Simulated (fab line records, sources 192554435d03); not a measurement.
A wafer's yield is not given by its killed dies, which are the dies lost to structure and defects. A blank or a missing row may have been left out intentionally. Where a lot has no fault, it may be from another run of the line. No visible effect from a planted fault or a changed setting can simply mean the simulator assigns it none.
2 desks, one fault + flow n5 finfet + each desk holds nothing but its own numbers, with what lay behind them at the end

== FROM THE METROLOGY DESK ==
Lot by lot, what the gauges showed, no matter which tool ran the lot: averages of those sampled wafers that carry a number. A lot is out of limits, marked OUT, if its mean lies more than 4 standard deviations from the usual mean; the brackets give that distance. Of its 11 readings 7 are shown: the one that was out of limits first, and those that lie furthest out on some lot.
Columns: A = V2_OVL at N5_BEOL_M3_OVL_MEAS_29, usual -0.3 nm; B = DIBL_N at N5_BEOL_M4_RC_MEAS_101, usual 36.3 mV/V; C = DIBL_P at N5_BEOL_M4_RC_MEAS_101, usual 36.5 mV/V; D = IOFF_P at N5_BEOL_M4_RC_MEAS_101, usual 0.22 nA/um; E = ION_N at N5_BEOL_M4_RC_MEAS_101, usual 676 uA/um; F = SS_N at N5_BEOL_M4_RC_MEAS_101, usual 71.5 mV/dec; G = VT_P at N5_BEOL_M4_RC_MEAS_101, usual -250 mV
| lot  | first seen here | A              | B    | C    | D    | E   | F    | G    |
|------|-----------------|----------------|------|------|------|-----|------|------|
| L839 | day 10 17:26    | -1.2           | 36.0 | 34.4 | 0.18 | 662 | 71.5 | -252 |
| L842 | day 11 01:53    | 0.2            | 35.3 | 35.7 | 0.18 | 668 | 71.2 | -254 |
| L841 | day 11 04:43    | 0.5            | 36.9 | 36.7 | 0.22 | 679 | 72.2 | -249 |
| L843 | day 11 04:55    | 9.1 (+12) OUT  | 35.5 | 35.8 | 0.17 | 671 | 71.5 | -254 |
| L845 | day 11 18:41    | 9.2 (+13) OUT  | 35.9 | 34.9 | 0.20 | 668 | 71.2 | -252 |
| L844 | day 11 22:53    | 10.2 (+14) OUT | 38.8 | 38.6 | 0.25 | 680 | 71.8 | -248 |
| L847 | day 12 05:22    | 10.1 (+14) OUT | 36.4 | 39.6 | 0.24 | 682 | 71.7 | -248 |
| L849 | day 12 21:02    | -0.1           | 35.5 | 36.2 | 0.21 | 668 | 71.7 | -250 |
| L850 | day 13 17:29    | -0.1           | 37.1 | 36.8 | 0.26 | 683 | 71.8 | -246 |
Per this desk, out of limits: L843, L844, L845, L847; the first was L843, day 11 04:55 (V2_OVL at N5_BEOL_M3_OVL_MEAS_29). L839, L842, L841, L849, L850 stayed within limits.

== AT THE TOOL OWNER'S DESK: euv scanner-02 ==
The tool's own readings at N5_BEOL_M3_EXPOSE_25 (exposes mask V2, defocus 5 nm): means of the sampled wafers that have a number, for each lot that ran on this tool. A lot is out of limits, marked OUT, if its mean lies more than 4 standard deviations from the usual mean; the brackets give that distance.
Columns: A = exposure dose mJ cm2 at N5_BEOL_M3_EXPOSE_25, usual 63.9
| lot  | first seen here | A    |
|------|-----------------|------|
| L839 | day 10 17:15    | 64.8 |
| L842 | day 11 01:42    | 64.8 |
| L841 | day 11 04:32    | 64.8 |
| L843 | day 11 04:44    | 64.8 |
| L845 | day 11 18:31    | 64.8 |
| L844 | day 11 22:43    | 64.8 |
| L847 | day 12 05:11    | 64.7 |
Result from this desk: across the 7 lots, nothing is out of limits.

== BROUGHT TOGETHER ==
At day 11 04:55 the metrology desk could have sounded an alarm, on L843, L844, L845, L847.
The desk of the tool owner found nothing out of limits.
The tool owner's desk has L843, L844, L845, L847 on record, within its limits.
Of the lots named, all ran N5_BEOL_M3_EXPOSE_25 on euv scanner-02.

== WHAT THE SIMULATOR PUT IN ==
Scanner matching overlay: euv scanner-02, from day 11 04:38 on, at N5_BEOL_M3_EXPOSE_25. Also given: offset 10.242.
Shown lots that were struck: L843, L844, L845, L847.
Per desk, hours elapsed from the start of the fault to the first reading out of limits: for the metrology desk, 0.
